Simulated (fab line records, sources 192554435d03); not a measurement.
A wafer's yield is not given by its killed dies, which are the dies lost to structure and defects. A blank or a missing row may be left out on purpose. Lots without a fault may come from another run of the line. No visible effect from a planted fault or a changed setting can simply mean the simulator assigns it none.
fab line records | flow n5-finfet
record: lots: 11 wafers: 31 last-day: 18
route steps=1938 shown BEOL_M10@1530 BEOL_M11@1539 PASSIVATION@1936
lots that met no fault: taken from a fault-free run of the same line
start-h: hours from the record's first day to the start of the lot's first wafer shown | wait-h: hours from the lot's prior step to this one | " repeats the value in the row above | L1.1+2: a row that stands for several wafers | - either no value or no given start | * or withheld: withheld | < > ~ a bound
route shown NAME@n: NAME is a module with steps in the file, n the number in the route of the first one | usual: mean and standard deviation over wafers with no fault | same: alike in all rows | chamber/n: place in a boat | sites: each site's reading | _std_site: the values' standard deviation | _edge_site: outer sites' mean less inner sites' | radius-mm: for every site, how far away it sits from the centre of the wafer | mask NAME#n: copy n | behind: tool/chamber where the wafer was last shaped | hold: cause of the lot's hold/its duration in hours/its outcome | device: names the non-switching transistor (n, p or np) | end of line: the tests these same wafers got at the end of their route | a step with no rows: only its recipe | killed: at the first sort, the dies lost to defects and structure; wafer yield is something else | map: a wafer's dies, marking killed ones x, the rest . and places with no die _
set.NAME: the setting the step ran with; set.NAME@STEP: the setting that earlier step ran with | model.NAME: the simulator's own value behind a step, which no gauge read
a sample of lots followed through the steps of the route, with each step as a table and each wafer as a row
services: a tool's chamber out of use, with start hour (start-h, from the record's first day; less than 0 if before it), hours out, and reason
== steps ==
step: N5_BEOL_M10_CMP_52
recipe: stop-on: SiCOH_lowk t-overpolish-s: 7 down-force-psi: 1 platen-rpm: 50 clearing-platen-down-force-psi: 1.5 clearing-platen-rpm: 50 post-cmp-clean: cu-alkaline target-thk-nm: 140 clearing-platen-pad-velocity-m-s: 0.99484 pad-velocity-m-s: 0.99484
usual: barrier-field-endpoint-s: 28.9/0.79 clearing-platen-down-force-psi: 1.5003/0.0029 motor-current-A: 6.0/0.5 overpolish-run-s: 6.999/0.0097 time-to-endpoint-s: 66/3.2
same: t-overpolish-s: 7
columns lot.wafer tool chamber start-h wait-h barrier-field-endpoint-s clearing-platen-down-force-psi motor-current-A overpolish-run-s time-to-endpoint-s
L330.1 cmp-04 0 223.58 0.3 27.9 1.5072 5.8 6.986 69
L330.3 " 1 " " 29.0 1.4975 5.9 7.005 71
L330.5 " 3 " " 28.7 1.4955 6.1 7.015 66
L329.3 cmp-04 1 223.79 0.2 29.5 1.4988 5.9 7.005 66
L329.2 " 2 " " 28.5 1.4987 6.8 7.005 65
L329.6 " 1 " " 29.2 1.5035 5.9 7.003 68
L335.1 cmp-03 3 263.20 0.3 28.7 1.4965 6.5 6.987 61
L335.4 " 0 " " 29.5 1.4945 6.5 6.997 66
L335.5 " 0 " " 29.6 1.4991 6.2 7.009 63
L336.3 cmp-03 2 273.89 0.2 27.7 1.5034 7.1 6.999 62
L336.4 " 3 " " 28.3 1.4995 6.4 7.003 59
L336.6 " 0 " " 29.2 1.4950 6.4 6.992 69
L340.3 cmp-03 1 280.93 0.2 28.1 1.5007 5.1 6.994 66
L340.5 " 1 " " 28.2 1.5003 5.1 7.001 66
L340.6 " 2 " " 28.2 1.5004 7.1 6.987 66
L338.1 cmp-04 2 282.05 0.3 29.9 1.4982 6.5 6.993 70
L338.3 " 1 " " 29.7 1.5001 6.1 6.994 73
L338.5 " 2 " " 29.7 1.4983 6.6 7.003 69
L341.1 cmp-02 3 315.23 0.3 30.0 1.4963 6.4 7.005 70
L341.3 " 0 " " 28.9 1.5066 5.7 6.998 66
L341.4 " 2 " " 29.3 1.4993 5.5 7.016 67
L343.4 cmp-02 3 316.02 0.1 29.0 1.5013 6.1 6.999 67
L343.3 " 0 " " 28.4 1.4965 5.8 6.998 66
L343.1 " 1 " " 27.5 1.4956 5.2 6.983 64
L348.2 cmp-04 2 333.93 0.3 29.0 1.5012 6.3 6.991 64
L348.4 " 3 " " 29.3 1.4995 6.1 7.010 64
L349.6 cmp-02 0 369.08 0.2 28.0 1.5029 6.0 7.004 64
L349.5 " 1 " " 28.8 1.5004 5.4 6.992 68
L352.3 cmp-02 1 371.97 0.2 29.0 1.5032 5.3 6.995 65
L352.1 " 2 " " 27.4 1.4991 5.9 7.008 62
L352.6 " 0 " " 28.3 1.5015 6.2 7.017 61
step: N5_BEOL_M11_PECVD_70
recipe: material: SiO2 target-thk-a: 200 temp-c: 400 precursor: TEOS/O2 pressure-torr: 5.5 rf-w: 450 teos-flow-sccm: 53.8 gas: O2 flow-sccm: 3000 time-s: 22.7
usual: heater-power-w: 748/110 showerhead-plenum-p-Torr: 8.76/0.05 throttle-valve-pct: 22.3/1.1
columns lot.wafer tool chamber start-h wait-h heater-power-w showerhead-plenum-p-Torr throttle-valve-pct
L329.2 pecvd-03 1 224.93 0.0 652 8.69 22.3
L329.3 " 2 " " 660 8.80 20.9
L329.6 " 2 " " 656 8.78 20.6
L330.1 pecvd-03 1 225.13 0.0 668 8.72 22.4
L330.3 " 2 " " 722 8.80 20.9
L330.5 " 0 " " 800 8.70 21.9
L335.1 pecvd-04 2 264.53 0.0 586 8.81 20.6
L335.4 " 1 " " 626 8.69 22.6
L335.5 " 2 " " 585 8.82 20.4
L336.3 pecvd-03 1 274.93 0.0 646 8.70 22.3
L336.4 " 1 " " 658 8.69 22.5
L336.6 " 0 " " 843 8.71 21.9
L340.3 pecvd-03 1 282.05 0.0 764 8.69 22.5
L340.5 " 2 " " 681 8.79 20.9
L340.6 " 0 " " 768 8.72 21.9
L338.1 pecvd-04 2 283.17 0.0 601 8.82 20.0
L338.3 " 0 " " 750 8.79 23.9
L338.5 " 0 " " 752 8.77 23.9
L341.1 pecvd-02 1 316.83 0.0 976 8.84 23.4
L341.3 " 2 " " 877 8.77 21.6
L341.4 " 0 " " 657 8.78 24.2
L343.1 pecvd-03 0 317.33 0.0 812 8.71 21.8
L343.3 " 2 " " 613 8.79 20.9
L343.4 " 2 " " 625 8.79 20.9
L348.2 pecvd-02 0 335.50 0.0 642 8.76 23.8
L348.4 " 0 " " 638 8.74 24.1
L349.5 pecvd-03 2 370.57 0.1 685 8.81 21.0
L349.6 " 0 " " 766 8.70 22.1
L352.1 pecvd-02 1 373.53 0.0 949 8.84 23.5
L352.3 " 0 " " 635 8.76 24.1
L352.6 " 1 " " 990 8.84 23.1
step: N5_BEOL_M11_OVL_MEAS_12
recipe: points-per-wafer: 44
usual: M11_OVL: -0.3/0.92
same: points-per-wafer: 44
columns lot.wafer tool chamber start-h wait-h M11_OVL[nm]
L329.2 overlay-02 0 227.06 0.0 -0.2
L329.3 " 0 " " 0.5
L329.6 " 0 " " 0.3
L330.1 overlay-02 0 227.22 0.0 -1.2
L330.3 " 0 " " 0.1
L330.5 " 0 " " -0.3
L335.1 overlay-02 0 267.75 0.0 -1.0
L335.4 " 0 " " -0.7
L335.5 " 0 " " -0.4
L336.3 overlay-01 0 276.10 0.0 0.6
L336.4 " 0 " " -0.9
L336.6 " 0 " " -0.6
L340.3 overlay-01 0 283.52 0.0 1.0
L340.5 " 0 " " 1.0
L340.6 " 0 " " 2.1
L338.1 overlay-01 0 290.85 0.0 -2.0
L338.3 " 0 " " -0.2
L338.5 " 0 " " -1.6
L341.1 overlay-01 0 317.52 0.0 0.8
L341.3 " 0 " " 0.3
L341.4 " 0 " " -0.3
L343.1 overlay-01 0 317.79 0.0 -0.3
L343.3 " 0 " " -0.7
L343.4 " 0 " " 0.2
L348.2 overlay-01 0 337.06 0.0 0.5
L348.4 " 0 " " -0.3
L349.5 overlay-01 0 371.44 0.0 0.8
L349.6 " 0 " " 0.1
L352.1 overlay-01 0 375.64 0.0 0.2
L352.3 " 0 " " -0.5
L352.6 " 0 " " -1.8
step: N5_BEOL_M11_ETCH_61
recipe: chemistry: CF4 target: SiARC target-depth-a: 390 mask-material: CAR-ArF time-s: 65 ion-energy-ev: 80 pressure-mtorr: 40 source-w: 545 bias-w: 36 Ar_flow_sccm: 100 cf4-flow-sccm: 100 ends: cleared
usual: cf4-flow-sccm: 100.0/0.31 drypump-motor-current-A: 5.6/0.57 etch-rf-on-time-s: 65.1/1.6 oes-product-au: 0.67/0.071 rf-vpp-V: 183.9/1.1 showerhead-plenum-p-Torr: 2.13/0.06 throttle-valve-pct: 15.59/0.28
columns lot.wafer tool chamber start-h wait-h cf4-flow-sccm drypump-motor-current-A etch-rf-on-time-s oes-product-au rf-hours-counter-h rf-vpp-V showerhead-plenum-p-Torr throttle-valve-pct
L329.2 rie-diel-06 0 227.42 0.0 100.0 6.2 66.7 0.63 181 183.8 2.05 15.83
L329.3 " 1 " " 99.8 5.1 65.4 0.61 227 184.5 2.12 15.73
L329.6 " 1 " " 100.2 5.1 65.4 0.62 - 182.8 2.12 15.73
L330.1 rie-diel-01 3 227.76 0.0 100.0 5.9 68.5 0.61 203 183.6 2.04 15.73
L330.3 " 0 " " 100.0 5.2 62.8 0.65 165 183.7 2.15 15.94
L330.5 " 3 " " 99.9 5.9 68.2 0.61 - 182.8 2.04 15.74
L335.1 rie-diel-06 1 267.85 0.0 100.3 5.0 65.6 0.60 239 184.2 2.11 15.74
L335.4 " 0 " " 99.7 6.2 67.0 0.63 191 181.2 2.04 15.84
L335.5 " 2 " " 100.0 5.0 65.5 0.73 - 181.6 2.08 15.13
L336.3 rie-diel-06 2 276.63 0.0 100.1 5.0 65.5 0.73 60 184.1 2.08 15.14
L336.4 " 3 " " 99.6 5.7 66.8 0.65 131 185.8 2.23 15.60
L336.6 " 1 " " 100.1 5.1 66.4 0.60 - 183.2 2.11 15.74
L340.3 rie-diel-06 1 283.61 0.0 99.4 5.1 65.4 0.60 244 183.9 2.11 15.73
L340.5 " 0 " " 99.4 6.2 66.5 0.63 - 183.6 2.04 15.85
L340.6 " 1 " " 99.6 5.1 65.2 0.59 - 184.7 2.11 15.76
L338.1 rie-diel-06 3 291.10 0.0 100.3 5.7 65.7 0.65 134 185.0 2.23 15.61
L338.3 " 0 " " 100.1 6.3 67.1 0.62 198 181.8 2.04 15.86
L338.5 " 2 " " 99.9 5.0 64.6 0.73 - 182.8 2.08 15.14
L341.1 rie-diel-01 0 317.61 0.0 100.2 5.2 62.3 0.64 187 184.7 2.14 15.98
L341.3 " 2 " " 100.4 6.0 62.3 0.67 129 184.7 2.17 15.77
L341.4 " 1 " " 99.3 4.9 64.3 0.58 - 183.8 2.19 15.70
L343.1 rie-diel-01 1 317.88 0.0 99.8 4.8 65.6 0.58 235 185.2 2.19 15.70
L343.3 " 2 " " 99.8 6.0 62.9 0.66 129 184.1 2.17 15.74
L343.4 " 0 " " 99.6 5.2 62.1 0.65 - 183.1 2.14 15.99
L348.2 rie-diel-01 0 337.15 0.0 99.7 5.2 62.9 0.63 193 184.7 2.14 16.00
L348.4 " 3 " " 99.6 5.9 40.3 0.82 229 183.2 2.03 15.80
L349.5 rie-diel-01 2 372.10 0.0 99.6 6.0 37.4 0.89 - 185.1 2.16 15.79
L349.6 " 0 " " 100.6 5.2 63.9 0.62 - 183.4 2.13 16.04
L352.1 rie-diel-03 2 375.74 0.0 100.6 6.6 63.4 0.74 37 182.3 2.10 15.54
L352.3 " 1 " " 99.6 5.7 66.5 0.70 78 185.9 2.16 15.41
L352.6 " 1 " " 99.7 5.7 66.9 0.70 - 182.4 2.16 15.43
step: N5_PASSIVATION_PROBE_49
usual: defect-limited-yield: 91.3/1.7 killed_at_M0_to_M3: 33/11 killed_at_M4_up: 14/5.5 killed-at-contacts: 13/6.5 killed-at-front-end: 39/13 killed-at-other: 3.4/2.9 killed-dies: 103/20 killed-open: 69/15 killed-short: 32/8.1 sort_bin_5_function: 5.1/1.1 sort_bin_6_memory: 3.3/0.74 sort-n-pass: 1077/20 sort-yield-pct: 91.3/1.7
same: gross-dies: 1180 killed-at-back-side: 0 sort_bin_4_leakage[%]: 0 sort_bin_8_speed[%]: 0
columns lot.wafer tool chamber start-h wait-h defect-limited-yield[%] killed_at_M0_to_M3 killed_at_M4_up killed-at-contacts killed-at-front-end killed-at-other killed-dies killed-open killed-short sort_bin_5_function[%] sort_bin_6_memory[%] sort-n-pass sort-yield-pct[%]
L338.1 prober-02 - 336.34 0.0 90.3 34 8 26 43 3 114 84 30 6.3 3.0 1066 90.3
L338.3 prober-02 - 336.44 0.1 92.0 41 9 16 25 3 94 63 31 4.8 3.0 1086 92.0
L338.5 prober-02 - 336.54 0.2 92.9 30 10 17 26 1 84 59 24 4.1 2.7 1096 92.9
L343.1 prober-01 - 362.28 0.0 91.9 27 14 6 48 0 95 63 29 4.6 3.1 1085 91.9
L343.3 prober-01 - 362.38 0.1 93.6 22 12 7 32 3 76 51 24 3.5 2.5 1104 93.6
L341.4 prober-02 - 362.89 0.2 91.1 31 12 14 46 2 105 75 29 5.2 3.4 1075 91.1
killed by level:class
L338.1 MOL_CONTACT_COAG:geometric-particle:open=25 FIN_SAQP:geometric-particle:open=8 STI_FIN_REVEAL:geometric-particle:open=8 BEOL_M0_SAQP:geometric-particle:open=8 FIN_SAQP:geometric-particle:short=7 DUMMY_GATE:geometric-particle:open=7 BEOL_M0_SAQP:geometric-particle:short=7 SPACER0:geometric-particle:short=6
L338.3 MOL_CONTACT_COAG:geometric-particle:open=13 BEOL_M3:geometric-particle:open=12 BEOL_M0_SAQP:geometric-particle:short=11 BEOL_M0_SAQP:geometric-particle:open=8 STI_FIN_REVEAL:geometric-particle:open=4 BEOL_M1:geometric-particle:open=4 BEOL_M2:geometric-particle:open=4 BEOL_M4:geometric-particle:open=4
L338.5 MOL_CONTACT_COAG:geometric-particle:open=12 BEOL_M0_SAQP:geometric-particle:open=10 BEOL_M0_SAQP:geometric-particle:short=9 FIN_SAQP:geometric-particle:open=7 MOL_CONTACT_COAG:geometric-particle:short=5 BEOL_M4:geometric-particle:short=4 DUMMY_GATE:geometric-particle:open=4 BEOL_M1:geometric-particle:open=4
L343.1 STI_FIN_REVEAL:geometric-particle:open=17 GATE_CUT:geometric-particle:short=11 BEOL_M3:geometric-particle:open=10 GATE_CUT:geometric-particle:open=6 MOL_CONTACT_COAG:geometric-particle:open=6 BEOL_M2:geometric-particle:open=5 FIN_SAQP:geometric-particle:open=4 BEOL_M0_SAQP:geometric-particle:short=4
L343.3 BEOL_M1:geometric-particle:open=9 BEOL_M0_SAQP:geometric-particle:open=6 STI_FIN_REVEAL:geometric-particle:open=5 MOL_CONTACT_COAG:geometric-particle:open=5 BEOL_M4:geometric-particle:open=5 FIN_SAQP:geometric-particle:open=4 DUMMY_GATE:geometric-particle:open=4 GATE_CUT:geometric-particle:short=4
L341.4 MOL_CONTACT_COAG:geometric-particle:open=12 STI_FIN_REVEAL:geometric-particle:open=10 DUMMY_GATE:geometric-particle:open=10 BEOL_M4:geometric-particle:open=9 FIN_SAQP:geometric-particle:open=7 BEOL_M0_SAQP:geometric-particle:short=7 BEOL_M2:geometric-particle:open=7 BEOL_M0_SAQP:geometric-particle:open=6
== services ==
columns tool chamber start-h hours kind
rie-diel-06 0 213.00 3.4 repair
pecvd-02 - 216.91 14.6 pm
cmp-03 - 218.16 5.0 pm
rie-diel-01 1 226.18 3.6 repair
cmp-03 - 229.65 4.0 pm
cmp-02 - 231.85 0.3 repair
pecvd-02 2 233.53 18.2 repair
rie-diel-01 0 241.59 12.8 repair
cmp-04 - 251.10 1.2 repair
cmp-04 - 254.99 2.5 repair
cmp-02 - 265.59 3.7 pm
rie-diel-06 1 290.13 8.6 repair
rie-diel-01 - 294.76 1.2 repair
pecvd-02 0 302.60 6.9 repair
cmp-03 - 310.97 5.6 repair
cmp-04 - 317.84 4.0 pm
cmp-03 - 336.76 1.6 repair
pecvd-02 - 336.80 1.3 repair
pecvd-03 1 339.16 4.0 repair
cmp-02 - 342.95 1.5 repair
rie-diel-06 - 363.75 0.3 repair
cmp-03 - 365.78 4.1 pm
cmp-03 - 371.77 0.7 repair
cmp-03 - 375.38 18.0 repair
== key ==
first-sign: step: N5_BEOL_M11_ETCH_61 reading: etch-rf-on-time-s direction: down sigmas: 16 usual: * struck: *
effect: step: N5_BEOL_M11_ETCH_61 reading: oes-product-au direction: up sigmas: 2.6 usual: 0.67 struck: 0.86
met-at N5_BEOL_M11_ETCH_61
struck-lots L348,L349
struck-wafers L348.4,L349.5
not-acting-at N5_BEOL_M10_CMP_52,N5_BEOL_M11_PECVD_70,N5_BEOL_M11_OVL_MEAS_12
onset-between 317.88 337.15
fault: kind: process-parameter-drift tool: rie-diel-01 chamber: - onset-h: 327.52 steps: N5_BEOL_M11_ETCH_61 channel: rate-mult offset: 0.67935 shape: step end-h: 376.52 scope: struck-wafers-only
